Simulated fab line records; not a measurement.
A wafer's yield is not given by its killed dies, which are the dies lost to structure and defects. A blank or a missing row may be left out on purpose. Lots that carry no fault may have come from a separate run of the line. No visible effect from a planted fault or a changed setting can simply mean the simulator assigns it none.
fab line records + flow n5Finfet
[record]
- lots = 5
- wafers = 15
- lastDay = 17
route steps=1938 shown BEOL_M14@1718 PASSIVATION@1936
lots that met no fault: from a run of the same line without faults
startH: start of the lot's first displayed wafer, in hours after the record's first day + waitH: hours since the lot's step before + " the same as in the row above + L1.1+2: a single row standing in for several wafers + - no value, or no start given + * or withheld: withheld + < > ~ a bound
route shown NAME@n: names a module that has steps shown in the file, with the first one's number in the route + usual: mean/standard deviation of fault-free wafers + same: alike in all rows + chamber/n: place in a boat + sites: the reading at each site + _std_site: the standard deviation of these + _edge_site: outer sites' mean less inner sites' + radiusMm: how far each site lies from the wafer's centre + mask NAME#n: copy n + behind: tool/chamber where the wafer was last shaped + hold: what put the lot on hold/how long, in hours/how the hold closed + device: the n, p or np transistor that did not switch + end of line: tests of these same wafers at the route's end + a step without rows: its recipe alone + killed: count of dies lost to structure and defects at first sort (not the wafer's yield) + map: per-die view of a wafer (x killed, . not killed, _ where there is no die)
set.NAME: the run value of the setting; set.NAME@STEP: its run value at that earlier step + model.NAME: the simulator's own value behind a step, which no gauge read
lots at selected steps of the route; one table per step, one row per wafer
services: when a tool's chamber went out of use (startH, in hours from the record's first day, below 0 if earlier), for how many hours, and the reason
[[steps]]
[step N5_BEOL_M14_COAT_58]
[recipe]
- resist = BARC
- tempC = 205
- timeS = 60
- spinRpm = 1500
- resistThkNm = 89
[step N5_BEOL_M14_COAT_04]
[recipe]
- spinRpm = 1704
- resistThkNm = 800
[step N5_BEOL_M14_EBR_06]
[recipe]
- solvent = PGMEA
- ebrWidthMm = 1.5
[step N5_BEOL_M14_SOFTBAKE_05]
[recipe]
- tempC = 130
- timeS = 60
[step N5_BEOL_M14_EXPOSE_07]
[recipe]
- maskId = V13
- na = 0.8
- sourceShape = annular
- sigmaInner = 0.5
- sigmaOuter = 0.8
- polarization = unpolarized
- attpsmPhaseDeg = 180
- doseMj = 57
[step N5_BEOL_M14_PEB_08]
[recipe]
- pebTempC = 130
- pebTimeS = 90
[step N5_BEOL_M14_DEVELOP_09]
[recipe]
- developTimeS = 45
- rinseLiquid = diw
- dry = airSpin
- devTempC = 21
[step N5_BEOL_M14_HARDBAKE_14]
[recipe]
- tempC = 130
- timeS = 120
[step N5_BEOL_M14_CD_MEAS_10]
[recipe]
- targetCdNm = 250
- landingEnergyEv = 500
- detector = seInlens
- polarity = opening
[usual]
- cdNm = 250.0/1.6
| lot.wafer | tool     | chamber | startH | waitH | cdNm  |
|-----------|----------|---------|--------|-------|-------|
| L443.1    | cdSem-02 | 0       | 241.47 | -     | 251.9 |
| L443.4    | "        | 0       | "      | "     | 250.0 |
| L443.5    | "        | 0       | "      | "     | 248.8 |
| L446.1    | cdSem-03 | 0       | 250.57 | -     | 251.0 |
| L446.3    | "        | 0       | "      | "     | 249.7 |
| L446.4    | "        | 0       | "      | "     | 251.6 |
| L450.2    | cdSem-03 | 0       | 291.81 | -     | 248.1 |
| L450.4    | "        | 0       | "      | "     | 250.8 |
| L450.6    | "        | 0       | "      | "     | 250.1 |
| L459.1    | cdSem-01 | 0       | 351.64 | -     | 248.1 |
| L459.2    | "        | 0       | "      | "     | 249.3 |
| L459.5    | "        | 0       | "      | "     | 249.4 |
| L465.1    | cdSem-01 | 0       | 374.12 | -     | 252.0 |
| L465.5    | "        | 0       | "      | "     | 246.3 |
| L465.6    | "        | 0       | "      | "     | 252.6 |
[step N5_BEOL_M14_OVL_MEAS_11]
[recipe]
- pointsPerWafer = 44
[usual]
- V13_OVL = 1/4.7
| lot.wafer | tool       | chamber | startH | waitH | V13_OVL[nm] |
|-----------|------------|---------|--------|-------|-------------|
| L443.1    | overlay-02 | 0       | 241.50 | 0.0   | -2          |
| L443.4    | "          | 0       | "      | "     | 7           |
| L443.5    | "          | 0       | "      | "     | -3          |
| L446.1    | overlay-01 | 0       | 250.60 | 0.0   | 4           |
| L446.3    | "          | 0       | "      | "     | 1           |
| L446.4    | "          | 0       | "      | "     | -7          |
| L450.2    | overlay-01 | 0       | 291.84 | 0.0   | -1          |
| L450.4    | "          | 0       | "      | "     | 0           |
| L450.6    | "          | 0       | "      | "     | 2           |
| L459.1    | overlay-02 | 0       | 351.67 | 0.0   | 7           |
| L459.2    | "          | 0       | "      | "     | -4          |
| L459.5    | "          | 0       | "      | "     | 5           |
| L465.1    | overlay-02 | 0       | 374.15 | 0.0   | -5          |
| L465.5    | "          | 0       | "      | "     | 1           |
| L465.6    | "          | 0       | "      | "     | 3           |
[step N5_BEOL_M14_INSPECT_12]
[recipe]
- mode = adi
- inspectInstrument = macro
[usual]
- rawDefectCount = 2.0/1.4
| lot.wafer | tool             | chamber | startH | waitH | rawDefectCount |
|-----------|------------------|---------|--------|-------|----------------|
| L443.1    | defectInspect-01 | -       | 241.53 | 0.0   | 3              |
| L443.4    | "                | -       | "      | "     | 1              |
| L443.5    | "                | -       | "      | "     | 1              |
| L446.1    | defectInspect-02 | -       | 250.63 | 0.0   | 4              |
| L446.3    | "                | -       | "      | "     | 0              |
| L446.4    | "                | -       | "      | "     | 1              |
| L450.2    | defectInspect-01 | -       | 291.86 | 0.0   | 2              |
| L450.4    | "                | -       | "      | "     | 0              |
| L450.6    | "                | -       | "      | "     | 2              |
| L459.1    | defectInspect-01 | -       | 351.69 | 0.0   | 1              |
| L459.2    | "                | -       | "      | "     | 0              |
| L459.5    | "                | -       | "      | "     | 1              |
| L465.1    | defectInspect-01 | -       | 374.17 | 0.0   | 3              |
| L465.5    | "                | -       | "      | "     | 6              |
| L465.6    | "                | -       | "      | "     | 2              |
[step N5_BEOL_M14_DESCUM_15]
[recipe]
- chemistry = O2
- timeS = 7.9
- sourcePowerW = 50
- biasPowerW = 20
- pressureMtorr = 20
- rfFrequencyHz = 2.712e+07
- tempC = 40
- o2FlowSccm = 225
[usual]
- chamberPressureMTorr = 20.001/0.019
- drypumpMotorCurrentA = 5.7/0.41
- oesProductAu = 0.82/0.068
- rfVppV = 243.5/1.2
- showerheadPlenumPTorr = 2.11/0.063
- throttleValvePct = 20.38/0.2
| lot.wafer | tool       | chamber | startH | waitH | chamberPressureMTorr | drypumpMotorCurrentA | oesProductAu | rfHoursCounterH | rfVppV | showerheadPlenumPTorr | throttleValvePct |
|-----------|------------|---------|--------|-------|----------------------|----------------------|--------------|-----------------|--------|-----------------------|------------------|
| L443.1    | rieDiel-06 | 0       | 241.75 | 0.2   | 20.024               | 5.2                  | 0.75         | 160             | 245.0  | 2.15                  | 20.30            |
| L443.4    | "          | 1       | "      | "     | 20.012               | 6.0                  | 0.86         | 59              | 243.6  | 2.23                  | 20.33            |
| L443.5    | "          | 1       | "      | "     | 20.034               | 6.0                  | 0.85         | -               | 244.2  | 2.23                  | 20.32            |
| L446.1    | rieDiel-01 | 2       | 250.66 | 0.0   | 19.993               | 5.3                  | 0.94         | 8               | 243.5  | 2.04                  | 20.21            |
| L446.3    | "          | 1       | "      | "     | 19.989               | 6.4                  | 0.81         | 96              | 242.5  | 2.10                  | 20.00            |
| L446.4    | "          | 0       | "      | "     | 19.968               | 6.7                  | 0.90         | -               | 244.2  | 2.15                  | 20.30            |
| L450.2    | rieDiel-06 | 0       | 292.13 | 0.3   | 19.992               | 5.1                  | 0.75         | 177             | 243.8  | 2.15                  | 20.34            |
| L450.4    | "          | 1       | "      | "     | 20.016               | 6.0                  | 0.83         | 76              | 246.1  | 2.23                  | 20.36            |
| L450.6    | "          | 2       | "      | "     | 19.985               | 5.5                  | 0.89         | -               | 244.2  | 2.13                  | 20.28            |
| L459.1    | rieDiel-03 | 0       | 351.73 | 0.0   | 20.004               | 5.9                  | 0.83         | 74              | 242.7  | 2.12                  | 20.56            |
| L459.2    | "          | 2       | "      | "     | 19.991               | 5.3                  | 0.80         | 90              | 246.0  | 2.11                  | 20.47            |
| L459.5    | "          | 2       | "      | "     | 19.984               | 5.3                  | 0.81         | -               | 243.6  | 2.11                  | 20.47            |
| L465.1    | rieDiel-01 | 1       | 374.21 | 0.0   | 20.006               | 6.4                  | 0.79         | 134             | 243.2  | 2.08                  | 20.07            |
| L465.5    | "          | 2       | "      | "     | 19.975               | 5.3                  | 0.87         | -               | 241.8  | 2.03                  | 20.26            |
| L465.6    | "          | 1       | "      | "     | 20.016               | 6.4                  | 0.79         | -               | 243.9  | 2.08                  | 20.09            |
[step N5_BEOL_M14_ETCH_59]
[recipe]
- chemistry = N2/H2
- target = BARC
- targetDepthA = 890
- overetchA = 267
- timeS = 67.9
- ionEnergyEv = 200
- pressureMtorr = 30
- sourceW = 840
- biasW = 150
- n2FlowSccm = 200
- h2FlowSccm = 200
[usual]
- chamberPressureMTorr = 30.004/0.027
- drypumpMotorCurrentA = 5.7/0.41
- oesProductAu = 0.70/0.055
- rfVppV = 524.6/2.1
- runLengthS = 91.4/0.31
- showerheadPlenumPTorr = 2.57/0.073
- throttleValvePct = 17.90/0.26
| lot.wafer | tool       | chamber | startH | waitH | chamberPressureMTorr | drypumpMotorCurrentA | oesProductAu | rfHoursCounterH | rfVppV | runLengthS | showerheadPlenumPTorr | throttleValvePct | model.coat_of_BEOL_M14_COAT_04.thkNm |
|-----------|------------|---------|--------|-------|----------------------|----------------------|--------------|-----------------|--------|------------|-----------------------|------------------|--------------------------------------|
| L443.1    | rieDiel-06 | 0       | 241.79 | 0.0   | 29.980               | 5.2                  | 0.66         | 160             | 526.8  | 91.1       | 2.65                  | 18.07            | 720.8                                |
| L443.4    | "          | 1       | "      | "     | 29.973               | 6.1                  | 0.72         | 59              | 527.5  | 91.6       | 2.69                  | 17.60            | 716                                  |
| L443.5    | "          | 1       | "      | "     | 30.041               | 6.0                  | 0.73         | -               | 529.5  | 91.4       | 2.69                  | 17.62            | 722.4                                |
| L446.1    | rieDiel-01 | 2       | 250.70 | 0.0   | 29.982               | 5.3                  | 0.79         | 8               | 523.0  | 91.1       | 2.50                  | 17.73            | 711.4                                |
| L446.3    | "          | 1       | "      | "     | 30.024               | 6.4                  | 0.70         | 96              | 525.3  | 91.0       | 2.55                  | 17.45            | 714.8                                |
| L446.4    | "          | 0       | "      | "     | 29.960               | 6.7                  | 0.77         | -               | 525.3  | 90.9       | 2.61                  | 17.68            | 712.4                                |
| L450.2    | rieDiel-06 | 0       | 292.16 | 0.0   | 29.978               | 5.2                  | 0.73         | 177             | 526.0  | 83.8       | 2.65                  | 18.11            | 728.4                                |
| L450.4    | "          | 1       | "      | "     | 29.977               | 6.1                  | 0.80         | 76              | 528.1  | 83.5       | 2.69                  | 17.67            | 725.2                                |
| L450.6    | "          | 2       | "      | "     | 29.983               | 5.6                  | 0.88         | -               | 526.0  | 83.7       | 2.60                  | 17.90            | 725.8                                |
| L459.1    | rieDiel-03 | 0       | 351.76 | 0.0   | 30.018               | 5.9                  | 0.72         | 74              | 524.2  | 91.7       | 2.56                  | 18.03            | 721.8                                |
| L459.2    | "          | 2       | "      | "     | 29.989               | 5.3                  | 0.70         | 90              | 523.9  | 91.2       | 2.57                  | 18.00            | 722                                  |
| L459.5    | "          | 2       | "      | "     | 29.986               | 5.3                  | 0.70         | -               | 525.0  | 91.8       | 2.57                  | 17.98            | 720.2                                |
| L465.1    | rieDiel-01 | 1       | 374.24 | 0.0   | 29.976               | 6.5                  | 0.68         | 134             | 522.6  | 91.0       | 2.54                  | 17.54            | 716                                  |
| L465.5    | "          | 2       | "      | "     | 30.009               | 5.3                  | 0.73         | -               | 522.5  | 91.3       | 2.49                  | 17.77            | 714.6                                |
| L465.6    | "          | 1       | "      | "     | 29.978               | 6.4                  | 0.67         | -               | 523.6  | 91.5       | 2.54                  | 17.53            | 716                                  |
[step N5_BEOL_M14_VIA_ETCH_16]
[recipe]
- chemistry = C4F8/O2/Ar
- target = SiO2
- heInnerTorr = 15
- heOuterTorr = 30
- targetDepthA = 12313
- timeS = withheld
- ionEnergyEv = 800
- pressureMtorr = 20
- sourceW = 1905
- biasW = 2040
- Ar_flow_sccm = 400
- C4F8_flow_sccm = 16
- O2_flow_sccm = 12
- ends = cleared
[usual]
- chamberPressureMTorr = 20.000/0.019
- drypumpMotorCurrentA = 5.7/0.41
- oes_ar_750_au = 0.83/0.065
- oes_f_703_au = 0.83/0.068
- oesProductAu = 0.75/0.062
- rfVppV = 2216/32
- showerheadPlenumPTorr = 3.48/0.099
- throttleValvePct = 30.90/0.2
| lot.wafer | tool       | chamber | startH | waitH | chamberPressureMTorr | drypumpMotorCurrentA | oes_ar_750_au | oes_f_703_au | oesProductAu | rfVppV | showerheadPlenumPTorr | throttleValvePct |
|-----------|------------|---------|--------|-------|----------------------|----------------------|---------------|--------------|--------------|--------|-----------------------|------------------|
| L443.1    | rieDiel-06 | 0       | 241.84 | 0.0   | 20.001               | 5.1                  | 0.78          | 0.76         | 0.69         | 2268   | 3.59                  | 31.01            |
| L443.4    | "          | 1       | "      | "     | 20.004               | 6.1                  | 0.85          | 0.85         | 0.77         | 2237   | 3.65                  | 30.83            |
| L443.5    | "          | 1       | "      | "     | 19.996               | 6.1                  | 0.85          | 0.85         | 0.77         | 2238   | 3.65                  | 30.84            |
| L446.1    | rieDiel-01 | 2       | 250.75 | 0.0   | 20.017               | 5.3                  | 0.95          | 0.97         | 0.86         | 2166   | 3.38                  | 30.84            |
| L446.3    | "          | 1       | "      | "     | 19.998               | 6.4                  | 0.83          | 0.84         | 0.74         | 2234   | 3.47                  | 30.53            |
| L446.4    | "          | 0       | "      | "     | 19.974               | 6.7                  | 0.90          | 0.91         | 0.81         | 2185   | 3.50                  | 30.62            |
| L450.2    | rieDiel-06 | 0       | 292.22 | 0.0   | 20.013               | 5.2                  | 0.75          | 0.75         | 0.67         | 2268   | 3.58                  | 31.05            |
| L450.4    | "          | 1       | "      | "     | 20.027               | 6.0                  | 0.83          | 0.83         | 0.76         | 2237   | 3.64                  | 30.86            |
| L450.6    | "          | 2       | "      | "     | 19.985               | 5.6                  | 0.91          | 0.92         | 0.81         | 2238   | 3.51                  | 30.90            |
| L459.1    | rieDiel-03 | 0       | 351.81 | 0.0   | 19.997               | 5.9                  | 0.82          | 0.81         | 0.75         | 2241   | 3.47                  | 31.02            |
| L459.2    | "          | 2       | "      | "     | 19.987               | 5.3                  | 0.81          | 0.81         | 0.73         | 2197   | 3.47                  | 30.94            |
| L459.5    | "          | 2       | "      | "     | 20.013               | 5.3                  | 0.81          | 0.81         | 0.72         | 2198   | 3.47                  | 30.94            |
| L465.1    | rieDiel-01 | 1       | 374.29 | 0.0   | 19.984               | 6.4                  | 0.80          | 0.79         | 0.73         | 2230   | 3.45                  | 30.58            |
| L465.5    | "          | 2       | "      | "     | 20.023               | 5.3                  | 0.87          | 0.89         | 0.78         | 2163   | 3.37                  | 30.89            |
| L465.6    | "          | 1       | "      | "     | 19.981               | 6.4                  | 0.80          | 0.80         | 0.72         | 2231   | 3.45                  | 30.59            |
[step N5_PASSIVATION_PROBE_49]
[usual]
- defectLimitedYield = 91.6/1.6
- killed_at_M0_to_M3 = 31/10
- killed_at_M4_up = 14/6.3
- killedAtContacts = 12/6.1
- killedAtFrontEnd = 39/12
- killedAtOther = 3.7/2.8
- killedDies = 100/19
- killedOpen = 66/14
- killedShort = 33/8.1
- sort_bin_4_leakage = 0.00/0.014
- sort_bin_5_function = 5.0/1.1
- sort_bin_6_memory = 3.2/0.66
- sort_bin_8_speed = 0.01/0.077
- sortNPass = 1080/18
- sortYieldPct = 91.6/1.6
[same]
- grossDies = 1180
- killedAtBackSide = 0
| lot.wafer | tool      | chamber | startH | waitH | defectLimitedYield[%] | killed_at_M0_to_M3 | killed_at_M4_up | killedAtContacts | killedAtFrontEnd | killedAtOther | killedDies | killedOpen | killedShort | sort_bin_4_leakage[%] | sort_bin_5_function[%] | sort_bin_6_memory[%] | sort_bin_8_speed[%] | sortNPass | sortYieldPct[%] |
|-----------|-----------|---------|--------|-------|-----------------------|--------------------|-----------------|------------------|------------------|---------------|------------|------------|-------------|-----------------------|------------------------|----------------------|---------------------|-----------|-----------------|
| L443.1    | prober-01 | -       | 270.55 | 0.0   | 88.7                  | 44                 | 38              | 18               | 33               | 0             | 133        | 99         | 33          | 0                     | 7.8                    | 3.2                  | 0                   | 1047      | 88.7            |
| L443.4    | prober-01 | -       | 270.70 | 0.2   | 90.4                  | 43                 | 19              | 6                | 41               | 4             | 113        | 73         | 40          | 0                     | 6.4                    | 2.7                  | 0                   | 1067      | 90.4            |
| L443.5    | prober-01 | -       | 270.75 | 0.2   | 90.6                  | 37                 | 28              | 9                | 32               | 5             | 111        | 79         | 31          | 0                     | 6.1                    | 3.1                  | 0                   | 1069      | 90.6            |
| L446.1    | prober-02 | -       | 280.45 | 0.0   | 93.7                  | 22                 | 11              | 15               | 24               | 2             | 74         | 51         | 23          | 0                     | 4.2                    | 1.9                  | 0                   | 1106      | 93.7            |
| L446.3    | prober-02 | -       | 280.55 | 0.1   | 91.7                  | 21                 | 13              | 10               | 53               | 1             | 98         | 72         | 26          | 0                     | 3.8                    | 4.2                  | 0                   | 1082      | 91.7            |
| L446.4    | prober-02 | -       | 280.60 | 0.2   | 92.8                  | 21                 | 18              | 11               | 31               | 4             | 85         | 52         | 33          | 0                     | 3.7                    | 3.3                  | 0                   | 1095      | 92.8            |
// killed by level:class
L443.1 BEOL_M4:geometricParticle:open=23 MOL_CONTACT_COAG:geometricParticle:open=15 BEOL_M3:geometricParticle:open=15 STI_FIN_REVEAL:geometricParticle:open=9 FIN_SAQP:geometricParticle:open=7 FIN_SAQP:geometricParticle:short=7 BEOL_M0_SAQP:geometricParticle:open=6 BEOL_M5:geometricParticle:open=6
L443.4 FIN_SAQP:geometricParticle:open=13 BEOL_M1:geometricParticle:open=10 BEOL_M2:geometricParticle:open=9 FIN_SAQP:geometricParticle:short=8 BEOL_M0_SAQP:geometricParticle:short=8 BEOL_M4:geometricParticle:open=8 GATE_CUT:geometricParticle:short=7 BEOL_M3:geometricParticle:open=5
L443.5 BEOL_M3:geometricParticle:open=20 BEOL_M4:geometricParticle:open=19 FIN_SAQP:geometricParticle:open=7 MOL_CONTACT_COAG:geometricParticle:open=7 STI_FIN_REVEAL:geometricParticle:open=6 BEOL_M0_SAQP:geometricParticle:short=5 GATE_CUT:geometricParticle:open=4 BEOL_M1:geometricParticle:open=4
L446.1 MOL_CONTACT_COAG:geometricParticle:open=13 BEOL_M4:geometricParticle:open=8 STI_FIN_REVEAL:geometricParticle:open=7 BEOL_M2:geometricParticle:open=7 BEOL_M0_SAQP:geometricParticle:short=6 BEOL_M0_SAQP:geometricParticle:open=6 STARTING-WAFER:geometricParticle:short=6 FIN_SAQP:geometricParticle:short=4
L446.3 STI_FIN_REVEAL:geometricParticle:open=29 MOL_CONTACT_COAG:geometricParticle:open=8 BEOL_M2:geometricParticle:open=8 STI_FIN_REVEAL:geometricParticle:short=7 BEOL_M0_SAQP:geometricParticle:open=5 STARTING-WAFER:geometricParticle:short=5 DUMMY_GATE:geometricParticle:open=4 BEOL_M1:geometricParticle:open=3
L446.4 STI_FIN_REVEAL:geometricParticle:open=11 BEOL_M4:geometricParticle:open=9 GATE_CUT:geometricParticle:short=8 FIN_SAQP:geometricParticle:open=6 MOL_CONTACT_COAG:geometricParticle:open=6 MOL_CONTACT_COAG:geometricParticle:short=5 BEOL_M0_SAQP:geometricParticle:open=4 BEOL_M2:geometricParticle:open=4
[[services]]
| tool       | chamber | startH | hours | kind                        |
|------------|---------|--------|-------|-----------------------------|
| rieDiel-03 | -       | 221.21 | 0.3   | repair                      |
| rieDiel-01 | 3       | 247.96 | -     | clean                       |
| rieDiel-01 | 3       | 247.96 | -     | consumableReplace:focusRing |
| rieDiel-01 | 3       | 247.96 | 16.2  | scheduledDown               |
| rieDiel-01 | 3       | 247.96 | 16.2  | ventCycle                   |
| rieDiel-03 | 1       | 267.61 | 8.5   | repair                      |
| rieDiel-01 | -       | 282.13 | 15.6  | pm                          |
| rieDiel-03 | 0       | 288.61 | 3.7   | repair                      |
| rieDiel-06 | -       | 319.09 | 2.8   | pm                          |
| rieDiel-06 | 3       | 347.85 | 6.3   | repair                      |
[[key]]
[firstSign]
- step = N5_BEOL_M14_ETCH_59
- reading = runLengthS
- direction = down
- sigmas = 25
- usual = *
- struck = *
effect none on later readings
[modelEffect]
- step = N5_BEOL_M14_ETCH_59
- value = coat_of_BEOL_M14_COAT_04.thkNm
- without = 718.9
- struck = 726.5
metAt N5_BEOL_M14_ETCH_59
struckWafers L450.2,L450.4,L450.6
onsetBetween 241.79 292.16
[fault]
- kind = processParameterDrift
- tool = rieDiel-06
- chamber = -
- onsetH = 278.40
- steps = N5_BEOL_M14_ETCH_59
- channel = timeS
- offset = *
- shape = step
- endH = 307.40
- scope = struckWafersOnly
- actsIn = *
- stated = *
